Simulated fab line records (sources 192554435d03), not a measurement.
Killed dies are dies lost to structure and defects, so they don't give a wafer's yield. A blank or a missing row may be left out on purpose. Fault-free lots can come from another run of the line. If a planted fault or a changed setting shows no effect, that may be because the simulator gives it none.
Which tool did it?	flow n5_finfet	24 lots, 72 wafers sampled, at 6 steps of a route of 1938

## WHAT EACH GAUGE READ, for each wafer
N5_BEOL_M8_OVL_MEAS_29. Usual: V7_OVL typically reads -0.6 nm, with standard deviation 0.63.
lot	measured	on	V7_OVL (nm)	flag
L074	day 9 15:01	overlay-02	-0.3 -0.4 0.2	
L076	day 9 22:13	overlay-02	0.5 -0.2 -0.5	
L075	day 10 03:11	overlay-01	-0.5 -0.7 -0.7	
L077	day 10 07:21	overlay-02	-1.0 -2.0 -0.9	
L078	day 10 10:29	overlay-02	-0.6 -0.3 -0.4	
L079	day 10 19:55	overlay-01	-0.5 0.0 -0.3	
L080	day 11 01:06	overlay-02	-1.8 -2.0 -1.0	
L081	day 11 13:16	overlay-02	-0.2 -0.3 0.0	
L083	day 11 17:54	overlay-01	-0.7 -0.2 0.0	
L082	day 11 23:04	overlay-01	-1.4 -1.0 -0.7	
L084	day 12 03:29	overlay-01	-0.7 -0.3 -1.1	
L085	day 12 21:32	overlay-02	-0.5 -0.6 0.6	
L088	day 12 21:28	overlay-01	0.8 -0.8 0.1	
L086	day 12 22:58	overlay-02	-0.8 -0.3 -1.2	
L087	day 13 04:02	overlay-02	-0.3 -0.4 -0.4	
L091	day 13 04:04	overlay-01	-0.4 0.8 -0.6	
L090	day 13 07:23	overlay-02	-0.2 -0.9 0.7	
L089	day 13 09:48	overlay-02	-0.6 0.1 0.0	
L092	day 14 08:39	overlay-01	0.1 -0.7 0.2	
L093	day 14 12:20	overlay-02	-0.9 -0.3 -0.9	
L094	day 14 08:54	overlay-01	-2.2 -1.5 -0.3	
L095	day 14 16:50	overlay-02	-0.8 -0.2 -1.0	
L097	day 15 08:20	overlay-01	0.3 -0.6 -0.8	
L096	day 15 08:17	overlay-01	-0.6 -0.8 -0.1	

## WHAT TOOL EACH LOT RAN ON (gives the tool, then ch and the chambers of the sampled wafers, and finally the start)
lot	N5_BEOL_M6_ETCH_62	N5_BEOL_M7_CURE_74	N5_BEOL_M7_SURFACE_TREAT_79	N5_BEOL_M7_ANNEAL_51	N5_BEOL_M8_STRIP_19
L074	rie_diel-02 ch 1,2, day 8 21:44	uv_cure-02 ch 2, day 9 05:15	pvd_sputter-02, day 9 10:32	rtp_anneal-01 ch 0, day 9 11:04	rie_diel-02 ch 0,2,3, day 9 14:26
L076	rie_diel-02 ch 0,1, day 9 01:12	uv_cure-01 ch 2, day 9 06:08	pvd_sputter-01, day 9 15:16	rtp_anneal-02 ch 0, day 9 16:43	rie_diel-02 ch 1,3, day 9 21:40
L075	rie_diel-02 ch 0,2,3, day 9 10:15	uv_cure-01 ch 0, day 9 16:31	pvd_sputter-02, day 9 22:40	rtp_anneal-01 ch 0, day 9 23:26	rie_diel-02 ch 0,1,2, day 10 02:35
L077	rie_diel-02 ch 0,2,3, day 9 13:34	uv_cure-03 ch 0, day 9 18:37	pvd_sputter-01, day 10 00:07	rtp_anneal-02 ch 0, day 10 00:49	rie_diel-03 ch 0,1,2, day 10 04:58
L078	rie_diel-03 ch 0,2,3, day 9 18:19	uv_cure-02 ch 2, day 9 23:30	pvd_sputter-02, day 10 04:50	rtp_anneal-02 ch 0, day 10 05:18	rie_diel-02 ch 0,2,3, day 10 09:30
L079	rie_diel-06 ch 0,2, day 10 03:19	uv_cure-03 ch 0, day 10 09:06	pvd_sputter-02, day 10 14:49	rtp_anneal-02 ch 0, day 10 15:41	rie_diel-02 ch 0,1,2, day 10 18:23
L080	rie_diel-06 ch 0,1,2, day 10 05:49	uv_cure-01 ch 2, day 10 12:14	pvd_sputter-01, day 10 18:19	rtp_anneal-01 ch 0, day 10 20:00	rie_diel-06 ch 1,2,3, day 10 22:56
L081	rie_diel-03 ch 0,2,3, day 10 17:49	uv_cure-02 ch 1, day 11 00:19	pvd_sputter-01, day 11 06:53	rtp_anneal-02 ch 0, day 11 07:40	rie_diel-02 ch 0,3, day 11 11:48
L083	rie_diel-06 ch 1,2, day 10 21:32	uv_cure-01 ch 1, day 11 04:50	pvd_sputter-02, day 11 10:35	rtp_anneal-01 ch 0, day 11 11:07	rie_diel-02 ch 1,3, day 11 15:12
L082	rie_diel-06 ch 0,1, day 11 05:59	uv_cure-02 ch 0, day 11 11:24	pvd_sputter-02, day 11 18:49	rtp_anneal-01 ch 0, day 11 19:17	rie_diel-02 ch 1,3, day 11 22:10
L084	rie_diel-06 ch 0,2,3, day 11 06:22	uv_cure-01 ch 2, day 11 11:48	pvd_sputter-01, day 11 18:53	rtp_anneal-02 ch 0, day 11 19:33	rie_diel-03 ch 0,3, day 12 01:21
L085	rie_diel-06 ch 0,1,3, day 12 01:13	uv_cure-02 ch 1, day 12 08:15	pvd_sputter-01, day 12 17:23	rtp_anneal-01 ch 0, day 12 18:02	rie_diel-06 ch 0,1,3, day 12 21:08
L088	rie_diel-02 ch 0,2,3, day 12 04:20	uv_cure-01 ch 0, day 12 09:33	pvd_sputter-03, day 12 17:08	rtp_anneal-01 ch 0, day 12 17:46	rie_diel-02 ch 1,2,3, day 12 20:56
L086	rie_diel-03 ch 0,1,3, day 12 07:34	uv_cure-02 ch 1, day 12 14:32	pvd_sputter-02, day 12 19:15	rtp_anneal-02 ch 0, day 12 19:49	rie_diel-06 ch 0,1, day 12 22:32
L087	rie_diel-06 ch 2,3, day 12 07:44	uv_cure-01 ch 2, day 12 15:13	pvd_sputter-02, day 12 20:41	rtp_anneal-01 ch 0, day 12 21:14	rie_diel-03 ch 0,1, day 13 00:47
L091	rie_diel-02 ch 0,2, day 12 11:26	uv_cure-01 ch 0, day 12 16:38	pvd_sputter-01, day 12 21:11	rtp_anneal-02 ch 0, day 12 21:49	rie_diel-03 ch 0,1,3, day 13 01:00
L090	rie_diel-03 ch 0,1,3, day 12 14:05	uv_cure-01 ch 1, day 12 20:55	pvd_sputter-02, day 13 00:29	rtp_anneal-02 ch 0, day 13 02:41	rie_diel-06 ch 0,2,3, day 13 05:51
L089	rie_diel-03 ch 0,1,3, day 12 15:37	uv_cure-01 ch 2, day 12 21:14	pvd_sputter-01, day 13 05:20	rtp_anneal-02 ch 0, day 13 05:53	rie_diel-03 ch 0,1, day 13 09:23
L092	rie_diel-06 ch 0,3, day 13 08:58	uv_cure-02 ch 2, day 13 15:17	pvd_sputter-01, day 13 22:04	rtp_anneal-01 ch 0, day 14 00:05	rie_diel-06 ch 0,2, day 14 04:26
L093	rie_diel-02 ch 2,3, day 13 15:00	uv_cure-01 ch 1, day 13 22:25	pvd_sputter-01, day 14 05:17	rtp_anneal-02 ch 0, day 14 06:45	rie_diel-06 ch 2,3, day 14 10:31
L094	rie_diel-03 ch 0,1,2, day 13 16:40	uv_cure-02 ch 1, day 14 00:13	pvd_sputter-02, day 14 04:25	rtp_anneal-01 ch 0, day 14 05:12	rie_diel-03 ch 0,2,3, day 14 08:30
L095	rie_diel-06 ch 0,2,3, day 13 19:08	uv_cure-02 ch 1, day 14 02:08	pvd_sputter-03, day 14 09:45	rtp_anneal-01 ch 0, day 14 10:58	rie_diel-03 ch 0,1,2, day 14 14:01
L097	rie_diel-03 ch 0,1,2, day 14 12:58	uv_cure-02 ch 2, day 14 20:00	pvd_sputter-02, day 15 01:26	rtp_anneal-01 ch 0, day 15 02:26	rie_diel-03 ch 0,2, day 15 06:36
L096	rie_diel-02 ch 0,2, day 14 13:07	uv_cure-02 ch 1, day 14 21:47	pvd_sputter-02, day 15 02:58	rtp_anneal-01 ch 0, day 15 03:26	rie_diel-06 ch 0,2,3, day 15 06:47
- N5_BEOL_M6_ETCH_62: etches SOC in N2/H2, target depth 110 nm, overetch 22 nm, time 165 s.
- N5_BEOL_M7_CURE_74: cures SiCOH lowk, time 240 s.
- N5_BEOL_M7_SURFACE_TREAT_79
- N5_BEOL_M7_ANNEAL_51: time 90 s.
- N5_BEOL_M8_STRIP_19: strips in O2.

## AS READ BY THE TOOLS THEMSELVES (means over the sampled wafers that have a number; for cases with no such wafer, the mark the record gives instead)
N5_BEOL_M6_ETCH_62. Usual: drypump_motor_current_A 5.7 A, standard deviation 0.32; oes_product_au 0.65 a.u., standard deviation 0.076; rf_fwd_power_W 837.0 W, standard deviation 2.7; rf_vpp_V 524.2 V, standard deviation 2.8; showerhead_plenum_p_Torr 2.56 Torr, standard deviation 0.095; throttle_valve_pct 17.88 %, standard deviation 0.27.
lot	tool	drypump_motor_current_A (A)	oes_product_au (a.u.)	rf_fwd_power_W (W)	rf_vpp_V (V)	showerhead_plenum_p_Torr (Torr)	throttle_valve_pct (%)	flag
L074	rie_diel-02	5.6	0.60	834.5	524.5	2.55	17.93	
L076	rie_diel-02	5.8	0.60	835.3	524.8	2.58	18.00	
L075	rie_diel-02	5.5	0.60	835.2	523.9	2.51	17.93	
L077	rie_diel-02	5.5	0.60	838.6	521.9	2.51	17.93	
L078	rie_diel-03	5.9	0.65	839.8	524.6	2.55	17.90	
L079	rie_diel-06	6.0	0.68	834.6	526.7	2.67	17.87	
L080	rie_diel-06	5.9	0.67	836.8	525.8	2.63	17.94	
L081	rie_diel-03	5.9	0.65	836.7	523.6	2.55	17.92	
L083	rie_diel-06	5.8	0.66	838.3	526.0	2.58	18.02	
L082	rie_diel-06	5.6	0.61	836.6	523.5	2.56	18.17	
L084	rie_diel-06	5.8	0.66	836.1	524.9	2.59	17.75	
L085	rie_diel-06	5.5	0.61	834.4	523.4	2.52	17.99	
L088	rie_diel-02	5.5	0.67	837.9	523.4	2.50	17.81	
L086	rie_diel-03	5.6	0.64	837.2	523.9	2.58	17.96	
L087	rie_diel-06	5.6	0.66	838.8	523.0	2.51	17.64	
L091	rie_diel-02	5.5	0.66	837.0	523.1	2.49	17.62	
L090	rie_diel-03	5.6	0.63	837.7	524.7	2.58	17.97	
L089	rie_diel-03	5.6	0.63	837.9	524.7	2.58	17.96	
L092	rie_diel-06	5.4	0.60	840.2	521.9	2.48	17.81	
L093	rie_diel-02	5.5	0.66	835.2	522.8	2.49	18.03	
L094	rie_diel-03	5.7	0.66	836.2	522.1	2.52	17.88	
L095	rie_diel-06	5.8	0.65	836.8	525.2	2.58	17.79	
L097	rie_diel-03	5.7	0.65	839.5	522.6	2.51	17.89	
L096	rie_diel-02	5.5	0.79	836.0	521.7	2.50	17.42	

N5_BEOL_M7_CURE_74. Usual: lamp_power_pct 52.31 %, standard deviation 0.058; wafer_temp_C_max 387.0, standard deviation 0.61.
lot	tool	lamp_power_pct (%)	wafer_temp_C_max	flag
L074	uv_cure-02	52.34	386.5	
L076	uv_cure-01	52.27	386.7	
L075	uv_cure-01	52.28	387.5	
L077	uv_cure-03	52.35	388.2	
L078	uv_cure-02	52.31	386.7	
L079	uv_cure-03	52.30	388.3	
L080	uv_cure-01	52.38	386.7	
L081	uv_cure-02	52.38	386.9	
L083	uv_cure-01	52.29	386.9	
L082	uv_cure-02	52.28	387.5	
L084	uv_cure-01	52.32	387.5	
L085	uv_cure-02	52.27	386.6	
L088	uv_cure-01	52.30	387.4	
L086	uv_cure-02	52.32	386.6	
L087	uv_cure-01	52.29	386.8	
L091	uv_cure-01	52.31	387.2	
L090	uv_cure-01	52.33	386.5	
L089	uv_cure-01	52.31	387.0	
L092	uv_cure-02	52.36	386.9	
L093	uv_cure-01	52.27	386.9	
L094	uv_cure-02	52.33	386.5	
L095	uv_cure-02	52.31	386.9	
L097	uv_cure-02	52.41	386.3	
L096	uv_cure-02	52.28	386.9	

N5_BEOL_M7_ANNEAL_51. Usual: wafer_temp_C_max at 226.13, with a standard deviation of 0.27.
lot	tool	wafer_temp_C_max	flag
L074	rtp_anneal-01	226.33	
L076	rtp_anneal-02	226.36	
L075	rtp_anneal-01	225.97	
L077	rtp_anneal-02	225.92	
L078	rtp_anneal-02	225.89	
L079	rtp_anneal-02	226.10	
L080	rtp_anneal-01	226.21	
L081	rtp_anneal-02	226.08	
L083	rtp_anneal-01	225.95	
L082	rtp_anneal-01	226.37	
L084	rtp_anneal-02	225.93	
L085	rtp_anneal-01	226.15	
L088	rtp_anneal-01	226.09	
L086	rtp_anneal-02	226.16	
L087	rtp_anneal-01	226.29	
L091	rtp_anneal-02	226.52	
L090	rtp_anneal-02	226.27	
L089	rtp_anneal-02	226.22	
L092	rtp_anneal-01	225.90	
L093	rtp_anneal-02	225.99	
L094	rtp_anneal-01	226.19	
L095	rtp_anneal-01	226.10	
L097	rtp_anneal-01	226.54	
L096	rtp_anneal-01	226.14	

N5_BEOL_M8_STRIP_19. Usual: drypump_motor_current_A 5.67 A, standard deviation 0.29; oes_product_au 0.75 a.u., standard deviation 0.084; rf_vpp_V 3.7 V, standard deviation 0.61; showerhead_plenum_p_Torr 2.10 Torr, standard deviation 0.079; throttle_valve_pct 16.77 %, standard deviation 0.26.
lot	tool	drypump_motor_current_A (A)	oes_product_au (a.u.)	rf_vpp_V (V)	showerhead_plenum_p_Torr (Torr)	throttle_valve_pct (%)	flag
L074	rie_diel-02	5.53	0.70	3.5	2.07	16.84	
L076	rie_diel-02	5.66	0.71	3.9	2.10	17.11	
L075	rie_diel-02	5.61	0.70	3.5	2.10	16.77	
L077	rie_diel-03	5.66	0.71	3.9	2.07	16.65	
L078	rie_diel-02	5.51	0.70	3.9	2.07	16.85	
L079	rie_diel-02	5.60	0.69	4.4	2.10	16.77	
L080	rie_diel-06	5.63	0.80	3.6	2.10	16.68	
L081	rie_diel-02	5.57	0.70	4.5	2.07	17.07	
L083	rie_diel-02	5.66	0.71	3.4	2.10	17.14	
L082	rie_diel-02	5.76	0.70	4.1	2.12	17.06	
L084	rie_diel-03	5.79	0.80	3.7	2.15	16.70	
L085	rie_diel-06	5.50	0.71	3.5	2.07	16.85	
L088	rie_diel-02	5.61	0.80	4.1	2.08	16.79	
L086	rie_diel-06	5.56	0.71	3.6	2.10	17.01	
L087	rie_diel-03	5.46	0.72	4.0	2.04	16.72	
L091	rie_diel-03	5.59	0.74	3.5	2.12	16.73	
L090	rie_diel-06	5.76	0.77	3.5	2.12	16.63	
L089	rie_diel-03	5.46	0.72	3.4	2.04	16.72	
L092	rie_diel-06	6.11	0.80	4.1	2.20	16.59	
L093	rie_diel-06	5.91	0.82	3.8	2.14	16.51	
L094	rie_diel-03	5.87	0.81	4.1	2.09	16.56	
L095	rie_diel-03	5.66	0.76	3.7	2.06	16.57	
L097	rie_diel-03	5.96	0.84	3.1	2.03	16.37	
L096	rie_diel-06	5.76	0.75	3.0	2.11	16.66	

## THE ANSWER, worked out from the rows above alone
Rule: lot off if the mean of its wafers having a number is beyond 3 standard deviations from the usual mean. Also off: a lot with no number at a reading for which 4 or more lots have one. Any other lot the step has rows for is counted as sound. First the gauges in route order, then the tools' own readings, where a lot's mean is used as printed above. The first step at which some lot is off is used, and at that step the reading that is off furthest; a lot without a number counts as furthest.
Across all readings shown, no lot is off: no conclusion can be drawn from this.

## WHAT THE SIMULATOR PUT IN
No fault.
